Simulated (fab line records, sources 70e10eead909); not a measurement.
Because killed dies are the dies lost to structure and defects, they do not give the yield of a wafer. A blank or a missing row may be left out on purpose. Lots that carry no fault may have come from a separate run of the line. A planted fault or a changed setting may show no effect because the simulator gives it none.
Matching of chambers	flow nand-harc	NHARC_P_ZERO_WELL_DESCUM_26 on rie-diel-01: 4 sister chambers
The step chemistry O2, time 3 s. 4 wafers are shown with their chamber, then 8 later ones without.

## WAFERS, EACH WITH ITS CHAMBER
wafer	chamber	showerhead-plenum-p-Torr (Torr)
L085.3	1	1.97
L086.1	0	1.78
L086.5	2	1.81
L087.1	3	1.87

## WAFERS WITH NO CHAMBER GIVEN
wafer	showerhead-plenum-p-Torr (Torr)
L087.4	1.81
L087.6	1.81
L091.1	1.96
L091.2	1.80
L091.3	1.77
L092.3	1.87
L092.4	1.80
L092.6	1.77

## CHAMBER TAKEN BY EACH
wafer	from the rows above	in truth
L087.4	2	2
L087.6	2	2
L091.1	1	1
L091.2	can't be placed: 2 or 0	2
L091.3	0	0
L092.3	3	3
L092.4	can't be placed: 2 or 0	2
L092.6	0	0
6 of 8 placed correctly. Can't be placed from these rows: 2 (the true chamber is among the candidates in 2). Number placed wrongly: 0.
How it was worked out, from the rows above alone: a wafer's distance from a chamber is the root of the sum, over the readings, of the square of ((its reading less the chamber's mean) divided by the reading's scatter). The wafer belongs to the nearest chamber; if the next one is less than 2 further off, it can't be placed. For every chamber, the mean is computed from those of its wafers that are shown. The scatter: with one shown wafer a chamber, the root of the mean of the squares of how far each hidden wafer lies from its nearest shown one.
